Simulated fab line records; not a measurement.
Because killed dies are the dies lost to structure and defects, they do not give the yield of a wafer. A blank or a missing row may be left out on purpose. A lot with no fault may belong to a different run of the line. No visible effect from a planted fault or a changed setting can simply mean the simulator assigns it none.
What tool caused it? | flow nand-harc | Sampling: 24 lots, 72 wafers, 6 of 1302 route steps

## WHAT THE GAUGES READ, wafer by wafer
No reading from a measuring or inspecting step in the record can be judged against a usual standard deviation.

## WHAT TOOL EACH LOT RAN ON (gives the tool, then ch and the chambers of the sampled wafers, and finally the start)
lot  | NHARC_A_CHANNEL_FILL_D2_CMP_10 | NHARC_A_CHANNEL_FILL_D2_RTA_24   | NHARC_A_STAIRCASE_DEP_156       | NHARC_A_STAIRCASE_TRIM_193     | NHARC_A_STAIRCASE_ETCH_197     | NHARC_A_STAIRCASE_ETCH_201
L074 | cmp-01 ch 0,1,3, day 15 01:35  | rtp-anneal-02 ch 0, day 15 02:00 | pecvd-02 ch 0,1,2, day 15 02:16 | rie-diel-04 ch 0,1,2, no start | rie-diel-04 ch 1,2,3, no start | rie-diel-04 ch 0,1,3, no start
L075 | cmp-02 ch 1,2,3, day 16 06:00  | rtp-anneal-02 ch 0, day 16 06:24 | pecvd-04 ch 0,1,2, day 16 06:40 | rie-diel-04 ch 0,3, no start   | rie-diel-04 ch 0,1, no start   | rie-diel-04 ch 0,1, no start
L076 | cmp-04 ch 0,2,3, day 16 06:02  | rtp-anneal-01 ch 0, day 16 06:22 | pecvd-01 ch 0,1,2, day 16 06:55 | rie-diel-10 ch 0,3, no start   | rie-diel-03 ch 0,1,2, no start | rie-diel-03 ch 0,2,3, no start
L078 | cmp-02 ch 2,3, day 16 19:25    | rtp-anneal-02 ch 0, day 16 19:53 | pecvd-04 ch 0,1,2, day 16 20:06 | rie-diel-10 ch 1,2, no start   | rie-diel-10 ch 0,1,3, no start | rie-diel-10 ch 0,1, no start
L077 | cmp-01 ch 1,2,3, day 17 04:15  | rtp-anneal-02 ch 0, day 17 04:40 | pecvd-01 ch 0,1,2, day 17 04:56 | rie-diel-04 ch 0,3, no start   | rie-diel-03 ch 1,3, no start   | rie-diel-03 ch 0,3, no start
L079 | cmp-02 ch 0,1,2, day 17 04:16  | rtp-anneal-01 ch 0, day 17 04:38 | pecvd-04 ch 0,1,2, day 17 04:58 | rie-diel-10 ch 0,2,3, no start | rie-diel-04 ch 0,1,3, no start | rie-diel-04 ch 0,2,3, no start
L081 | cmp-02 ch 0,1,3, day 17 23:17  | rtp-anneal-02 ch 0, day 17 23:42 | pecvd-01 ch 0,2, day 17 23:58   | rie-diel-03 ch 1,2,3, no start | rie-diel-03 ch 0,1,2, no start | rie-diel-03 ch 0,2,3, no start
L080 | cmp-02 ch 0,1,3, day 18 07:21  | rtp-anneal-01 ch 0, day 18 07:44 | pecvd-04 ch 0,1,2, day 18 08:01 | rie-diel-04 ch 0,2, no start   | rie-diel-03 ch 1,3, no start   | rie-diel-03 ch 1,3, no start
L082 | cmp-02 ch 1,3, day 19 02:51    | rtp-anneal-01 ch 0, day 19 03:18 | pecvd-01 ch 0,1,2, day 19 04:12 | rie-diel-03 ch 0,1,2, no start | rie-diel-10 ch 1,2, no start   | rie-diel-10 ch 1,2, no start
L084 | cmp-01 ch 0,1,3, day 19 02:53  | rtp-anneal-02 ch 0, day 19 03:16 | pecvd-01 ch 0,1, day 19 04:02   | rie-diel-04 ch 1,3, no start   | rie-diel-04 ch 1,2, no start   | rie-diel-04 ch 1,2,3, no start
L083 | cmp-04 ch 0,1,3, day 19 15:08  | rtp-anneal-01 ch 0, day 19 15:33 | pecvd-01 ch 0,2, day 19 15:51   | rie-diel-10 ch 1,2,3, no start | rie-diel-03 ch 0,2,3, no start | rie-diel-03 ch 0,2,3, no start
L085 | cmp-04 ch 0,2,3, day 19 21:07  | rtp-anneal-01 ch 0, day 19 21:34 | pecvd-02 ch 0,1, day 19 21:49   | rie-diel-10 ch 1,2,3, no start | rie-diel-03 ch 0,1,2, no start | rie-diel-03 ch 0,2, no start
L086 | cmp-01 ch 0,1,2, day 19 21:07  | rtp-anneal-02 ch 0, day 19 21:32 | pecvd-01 ch 0,1,2, day 19 21:52 | rie-diel-10 ch 0,1,3, no start | rie-diel-10 ch 1,2, no start   | rie-diel-10 ch 0,1, no start
L087 | cmp-02 ch 1,2,3, day 20 17:35  | rtp-anneal-01 ch 0, day 20 17:59 | pecvd-02 ch 0,1,2, day 20 18:16 | rie-diel-04 ch 0,1,2, no start | rie-diel-10 ch 1,2,3, no start | rie-diel-10 ch 0,1,3, no start
L089 | cmp-01 ch 1,3, day 22 00:50    | rtp-anneal-02 ch 0, day 22 01:16 | pecvd-04 ch 0,2, day 22 01:31   | rie-diel-10 ch 0,1,2, no start | rie-diel-10 ch 0,1,3, no start | rie-diel-10 ch 1,2, no start
L091 | cmp-02 ch 1,2, day 22 00:50    | rtp-anneal-01 ch 0, day 22 01:16 | pecvd-01 ch 1,2, day 22 01:34   | rie-diel-03 ch 1,2, no start   | rie-diel-03 ch 0,1, no start   | rie-diel-03 ch 0,1, no start
L088 | cmp-01 ch 1,2,3, day 22 00:59  | rtp-anneal-02 ch 0, day 22 01:27 | pecvd-04 ch 0,1, day 22 01:43   | rie-diel-10 ch 2,3, no start   | rie-diel-04 ch 1,3, no start   | rie-diel-04 ch 2,3, no start
L090 | cmp-02 ch 0,2,3, day 22 05:08  | rtp-anneal-01 ch 0, day 22 05:35 | pecvd-01 ch 1,2, day 22 05:48   | rie-diel-10 ch 0,1, no start   | rie-diel-03 ch 1,2,3, no start | rie-diel-03 ch 1,2, no start
L092 | cmp-02 ch 1,2, day 23 04:26    | rtp-anneal-02 ch 0, day 23 04:52 | pecvd-01 ch 1,2, day 23 05:09   | rie-diel-04 ch 0,1,3, no start | rie-diel-10 ch 0,1,2, no start | rie-diel-10 ch 1,2,3, no start
L094 | cmp-04 ch 0,1,3, day 23 20:52  | rtp-anneal-01 ch 0, day 23 21:17 | pecvd-04 ch 1,2, day 23 21:34   | rie-diel-03 ch 0,1,3, no start | rie-diel-03 ch 0,1,3, no start | rie-diel-03 ch 0,1,2, no start
L093 | cmp-01 ch 1,2,3, day 23 20:55  | rtp-anneal-02 ch 0, day 23 21:17 | pecvd-01 ch 0,1,2, day 23 21:34 | rie-diel-04 ch 0,3, no start   | rie-diel-04 ch 0,2,3, no start | rie-diel-04 ch 1,3, no start
L095 | cmp-02 ch 1,3, day 24 00:28    | rtp-anneal-02 ch 0, day 24 00:54 | pecvd-02 ch 0,1, day 24 01:08   | rie-diel-03 ch 0,2, no start   | rie-diel-03 ch 0,3, no start   | rie-diel-03 ch 0,1,3, no start
L096 | cmp-04 ch 0,1,3, day 24 22:59  | rtp-anneal-02 ch 0, day 24 23:26 | pecvd-02 ch 0,1,2, day 24 23:43 | rie-diel-03 ch 0,1, no start   | rie-diel-10 ch 0,1, no start   | rie-diel-10 ch 0,1, no start
L097 | cmp-04 ch 0,2,3, day 25 19:56  | rtp-anneal-01 ch 0, day 25 20:21 | pecvd-04 ch 0,1, day 25 20:38   | rie-diel-04 ch 0,1,3, no start | rie-diel-03 ch 0,1,3, no start | rie-diel-03 ch 0,1,2, no start
- NHARC_A_CHANNEL_FILL_D2_CMP_10: polishes, target thk 150 nm.
- NHARC_A_CHANNEL_FILL_D2_RTA_24: time 5 s.
- NHARC_A_STAIRCASE_DEP_156: deposits SiNx, target thk 50 nm.
- NHARC_A_STAIRCASE_TRIM_193: chemistry O2, time 211.2 s.
- NHARC_A_STAIRCASE_ETCH_197: etches the open film in C4F8/O2, target depth 100 nm, time 40.5 s.
- NHARC_A_STAIRCASE_ETCH_201: etches the open film in C4F8/O2, target depth 100 nm, time 40.5 s.

## WHAT THE TOOLS THEMSELVES READ (means of the sampled wafers that have a number; where no wafer has one, the mark that the record gives instead)
NHARC_A_CHANNEL_FILL_D2_CMP_10.
lot  | tool   | motor-current-A (A) | time-to-endpoint-s (s)
L074 | cmp-01 | 13.5                | 13.0
L075 | cmp-02 | 12.8                | 13.5
L076 | cmp-04 | 12.0                | 16.4
L078 | cmp-02 | 13.0                | 12.8
L077 | cmp-01 | 12.7                | 14.0
L079 | cmp-02 | 13.1                | 12.2
L081 | cmp-02 | 11.9                | 13.8
L080 | cmp-02 | 11.9                | 14.1
L082 | cmp-02 | 12.3                | 14.9
L084 | cmp-01 | 13.2                | 13.1
L083 | cmp-04 | 12.3                | 17.8
L085 | cmp-04 | 12.3                | 13.8
L086 | cmp-01 | 11.8                | 12.6
L087 | cmp-02 | 12.8                | 14.2
L089 | cmp-01 | 13.3                | 16.3
L091 | cmp-02 | 13.1                | 9.1
L088 | cmp-01 | 13.1                | 14.9
L090 | cmp-02 | 12.5                | 13.3
L092 | cmp-02 | 13.5                | 13.1
L094 | cmp-04 | 12.2                | 16.8
L093 | cmp-01 | 13.1                | 16.4
L095 | cmp-02 | 12.7                | 15.5
L096 | cmp-04 | 12.2                | 13.8
L097 | cmp-04 | 12.2                | 13.2

NHARC_A_CHANNEL_FILL_D2_RTA_24.
lot  | tool          | lamp-power-pct (%) | lamp_zone_2_pct (%) | wafer_temp_C_max
L074 | rtp-anneal-02 | 34                 | 34                  | 1003.7
L075 | rtp-anneal-02 | 34                 | 34                  | 1003.8
L076 | rtp-anneal-01 | 26                 | 26                  | 1003.8
L078 | rtp-anneal-02 | 34                 | 34                  | 1003.5
L077 | rtp-anneal-02 | 34                 | 34                  | 1003.9
L079 | rtp-anneal-01 | 26                 | 25                  | 1003.7
L081 | rtp-anneal-02 | 34                 | 34                  | 1005.2
L080 | rtp-anneal-01 | 26                 | 25                  | 1003.5
L082 | rtp-anneal-01 | 25                 | 26                  | 1004.6
L084 | rtp-anneal-02 | 34                 | 34                  | 1004.1
L083 | rtp-anneal-01 | 26                 | 26                  | 1004.2
L085 | rtp-anneal-01 | 26                 | 26                  | 1003.1
L086 | rtp-anneal-02 | 34                 | 34                  | 1003.6
L087 | rtp-anneal-01 | 26                 | 26                  | 1003.7
L089 | rtp-anneal-02 | 34                 | 34                  | 1004.6
L091 | rtp-anneal-01 | 26                 | 26                  | 1004.8
L088 | rtp-anneal-02 | 34                 | 34                  | 1004.7
L090 | rtp-anneal-01 | 25                 | 25                  | 1004.2
L092 | rtp-anneal-02 | 34                 | 34                  | 1004.4
L094 | rtp-anneal-01 | 25                 | 25                  | 1004.5
L093 | rtp-anneal-02 | 34                 | 34                  | 1004.3
L095 | rtp-anneal-02 | 34                 | 34                  | 1003.7
L096 | rtp-anneal-02 | 34                 | 34                  | 1004.0
L097 | rtp-anneal-01 | 25                 | 25                  | 1003.3

NHARC_A_STAIRCASE_DEP_156.
lot  | tool     | heater-power-w (W)
L074 | pecvd-02 | 767
L075 | pecvd-04 | 825
L076 | pecvd-01 | 710
L078 | pecvd-04 | 749
L077 | pecvd-01 | 669
L079 | pecvd-04 | 821
L081 | pecvd-01 | 666
L080 | pecvd-04 | 787
L082 | pecvd-01 | 661
L084 | pecvd-01 | 687
L083 | pecvd-01 | 617
L085 | pecvd-02 | 717
L086 | pecvd-01 | 704
L087 | pecvd-02 | 730
L089 | pecvd-04 | 802
L091 | pecvd-01 | 611
L088 | pecvd-04 | 736
L090 | pecvd-01 | 655
L092 | pecvd-01 | 683
L094 | pecvd-04 | 718
L093 | pecvd-01 | 658
L095 | pecvd-02 | 825
L096 | pecvd-02 | 788
L097 | pecvd-04 | 806

NHARC_A_STAIRCASE_TRIM_193.
lot  | tool        | drypump-motor-current-A (A) | oes-product-au (a.u.) | rf-vpp-V (V) | showerhead-plenum-p-Torr (Torr) | throttle-valve-pct (%)
L074 | rie-diel-04 | 5.9                         | 1.011                 | 57.6         | 3.45                            | 17.041
L075 | rie-diel-04 | 5.6                         | 1.001                 | 58.7         | 3.38                            | 17.035
L076 | rie-diel-10 | 5.7                         | 1.003                 | 57.4         | 3.55                            | 17.034
L078 | rie-diel-10 | 6.0                         | 0.998                 | 57.6         | 3.63                            | 17.041
L077 | rie-diel-04 | 5.6                         | 0.994                 | 56.9         | 3.37                            | 17.041
L079 | rie-diel-10 | 5.9                         | 1.000                 | 58.0         | 3.50                            | 17.044
L081 | rie-diel-03 | 6.0                         | 1.000                 | 57.4         | 3.67                            | 17.033
L080 | rie-diel-04 | 5.8                         | 1.004                 | 56.9         | 3.38                            | 17.052
L082 | rie-diel-03 | 6.1                         | 0.992                 | 57.8         | 3.72                            | 17.047
L084 | rie-diel-04 | 6.2                         | 1.001                 | 57.4         | 3.45                            | 17.043
L083 | rie-diel-10 | 5.9                         | 1.005                 | 58.3         | 3.55                            | 17.043
L085 | rie-diel-10 | 5.8                         | 0.998                 | 58.4         | 3.55                            | 17.050
L086 | rie-diel-10 | 5.7                         | 0.999                 | 57.6         | 3.60                            | 17.029
L087 | rie-diel-04 | 5.9                         | 0.998                 | 58.4         | 3.43                            | 17.038
L089 | rie-diel-10 | 6.0                         | 1.011                 | 58.1         | 3.54                            | 17.041
L091 | rie-diel-03 | 6.3                         | 0.999                 | 58.1         | 3.66                            | 17.036
L088 | rie-diel-10 | 5.7                         | 1.002                 | 57.7         | 3.48                            | 17.036
L090 | rie-diel-10 | 5.9                         | 1.012                 | 58.3         | 3.59                            | 17.049
L092 | rie-diel-04 | 5.8                         | 1.005                 | 56.9         | 3.41                            | 17.040
L094 | rie-diel-03 | 5.8                         | 0.994                 | 58.3         | 3.70                            | 17.034
L093 | rie-diel-04 | 5.5                         | 0.999                 | 57.4         | 3.39                            | 17.026
L095 | rie-diel-03 | 6.6                         | 0.993                 | 58.1         | 3.64                            | 17.032
L096 | rie-diel-03 | 5.8                         | 0.986                 | 58.8         | 3.75                            | 17.044
L097 | rie-diel-04 | 5.8                         | 1.004                 | 58.2         | 3.40                            | 17.035

NHARC_A_STAIRCASE_ETCH_197.
lot  | tool        | oes-product-au (a.u.) | rf-vpp-V (V)
L074 | rie-diel-04 | 0.949                 | 891
L075 | rie-diel-04 | 0.949                 | 895
L076 | rie-diel-03 | 0.967                 | 904
L078 | rie-diel-10 | 0.950                 | 900
L077 | rie-diel-03 | 0.971                 | 902
L079 | rie-diel-04 | 0.984                 | 892
L081 | rie-diel-03 | 0.940                 | 903
L080 | rie-diel-03 | 0.969                 | 904
L082 | rie-diel-10 | 0.967                 | 900
L084 | rie-diel-04 | 0.942                 | 892
L083 | rie-diel-03 | 0.966                 | 901
L085 | rie-diel-03 | 0.964                 | 903
L086 | rie-diel-10 | 0.936                 | 895
L087 | rie-diel-10 | 0.927                 | 897
L089 | rie-diel-10 | 0.946                 | 899
L091 | rie-diel-03 | 0.940                 | 904
L088 | rie-diel-04 | 0.974                 | 893
L090 | rie-diel-03 | 0.968                 | 901
L092 | rie-diel-10 | 0.951                 | 896
L094 | rie-diel-03 | 0.941                 | 902
L093 | rie-diel-04 | 0.949                 | 890
L095 | rie-diel-03 | 0.945                 | 901
L096 | rie-diel-10 | 0.938                 | 897
L097 | rie-diel-03 | 0.942                 | 902

NHARC_A_STAIRCASE_ETCH_201.
lot  | tool        | oes-product-au (a.u.) | rf-vpp-V (V)
L074 | rie-diel-04 | 0.939                 | 893
L075 | rie-diel-04 | 0.951                 | 894
L076 | rie-diel-03 | 0.953                 | 902
L078 | rie-diel-10 | 0.944                 | 898
L077 | rie-diel-03 | 0.953                 | 902
L079 | rie-diel-04 | 0.952                 | 890
L081 | rie-diel-03 | 0.944                 | 901
L080 | rie-diel-03 | 0.950                 | 901
L082 | rie-diel-10 | 0.952                 | 899
L084 | rie-diel-04 | 0.957                 | 891
L083 | rie-diel-03 | 0.951                 | 901
L085 | rie-diel-03 | 0.943                 | 900
L086 | rie-diel-10 | 0.946                 | 899
L087 | rie-diel-10 | 0.950                 | 899
L089 | rie-diel-10 | 0.945                 | 899
L091 | rie-diel-03 | 0.931                 | 905
L088 | rie-diel-04 | 0.951                 | 888
L090 | rie-diel-03 | 0.949                 | 900
L092 | rie-diel-10 | 0.939                 | 896
L094 | rie-diel-03 | 0.943                 | 902
L093 | rie-diel-04 | 0.948                 | 892
L095 | rie-diel-03 | 0.944                 | 903
L096 | rie-diel-10 | 0.944                 | 898
L097 | rie-diel-03 | 0.944                 | 902

## THE ANSWER, worked out from the rows above alone
Rule: the usual values come from the lots themselves. Put in order of their means at a reading, lots are off if they are a third of the lots or fewer, leave a main group of 4 or more, and stand apart from it by a gap of 3 or more times the standard deviation of the main group's means; of several such gaps the widest counts. A main group is skipped when, at the precision printed for the reading in the tables above, its means are all equal. A lot without any number at a reading at which 4 lots or more have one is off too. The other lots that the step has rows for count as sound. After the gauges, taken in route order, come the tools' own readings; for these a lot's mean is taken, as printed above. At the first step where some lot is off, the reading lying furthest off is the one used; lots without a number count as furthest.
Nothing can be told from this: no lot is off at any reading shown.

## WHAT THE SIMULATOR PUT IN
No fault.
